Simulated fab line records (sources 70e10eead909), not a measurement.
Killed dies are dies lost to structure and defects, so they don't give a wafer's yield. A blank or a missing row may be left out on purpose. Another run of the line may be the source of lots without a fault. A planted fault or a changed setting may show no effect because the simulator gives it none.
Matching of chambers :: flow nand_harc :: NHARC_P_GATE_ETCH_104 on rie_diel-07 has 4 sister chambers
The step etches the open film in CF4/CHF3, target depth 60 nm. 7 wafers are shown with their chamber, then 7 later ones without.

WAFERS, EACH WITH ITS CHAMBER
wafer: L231.5
chamber: 0
drypump_motor_current_A (A): 6.23
showerhead_plenum_p_Torr (Torr): 1.48

wafer: L232.2
chamber: 1
drypump_motor_current_A (A): 5.60
showerhead_plenum_p_Torr (Torr): 1.50

wafer: L232.4
chamber: 0
drypump_motor_current_A (A): 6.26
showerhead_plenum_p_Torr (Torr): 1.47

wafer: L239.5
chamber: 3
drypump_motor_current_A (A): 5.68
showerhead_plenum_p_Torr (Torr): 1.62

wafer: L239.6
chamber: 2
drypump_motor_current_A (A): 6.04
showerhead_plenum_p_Torr (Torr): 1.51

wafer: L249.2
chamber: 2
drypump_motor_current_A (A): 6.03
showerhead_plenum_p_Torr (Torr): 1.50

wafer: L249.3
chamber: 3
drypump_motor_current_A (A): 5.67
showerhead_plenum_p_Torr (Torr): 1.62

WAFERS MISSING THEIR CHAMBER
wafer: L249.6
drypump_motor_current_A (A): 5.70
showerhead_plenum_p_Torr (Torr): 1.62

wafer: L251.2
drypump_motor_current_A (A): 6.30
showerhead_plenum_p_Torr (Torr): 1.46

wafer: L251.3
drypump_motor_current_A (A): 6.05
showerhead_plenum_p_Torr (Torr): 1.50

wafer: L251.4
drypump_motor_current_A (A): 5.61
showerhead_plenum_p_Torr (Torr): 1.49

wafer: L252.1
drypump_motor_current_A (A): 6.05
showerhead_plenum_p_Torr (Torr): 1.50

wafer: L252.2
drypump_motor_current_A (A): 5.59
showerhead_plenum_p_Torr (Torr): 1.49

wafer: L252.3
drypump_motor_current_A (A): 6.26
showerhead_plenum_p_Torr (Torr): 1.46

WHICH CHAMBER EACH WENT THROUGH
wafer: L249.6
from the rows above: 3
in truth: 3

wafer: L251.2
from the rows above: 0
in truth: 0

wafer: L251.3
from the rows above: 2
in truth: 2

wafer: L251.4
from the rows above: 1
in truth: 1

wafer: L252.1
from the rows above: 2
in truth: 2

wafer: L252.2
from the rows above: 1
in truth: 1

wafer: L252.3
from the rows above: 0
in truth: 0
Correct placement for 7 of the 7. Not placeable from these rows: 0. Wrongly placed: 0.
How it was worked out, from the rows above alone: a wafer's distance from a chamber is the root of the sum, over the readings, of the square of ((its reading less the chamber's mean) divided by the reading's scatter). If the next closest chamber is less than 2 further off than the closest, the wafer can't be placed; otherwise it belongs to the closest. The mean given for a chamber averages the wafers shown for that chamber. The scatter: the root of (the sum of the squares of (reading less its chamber's mean) over the shown wafers, divided by (wafers less chambers)).
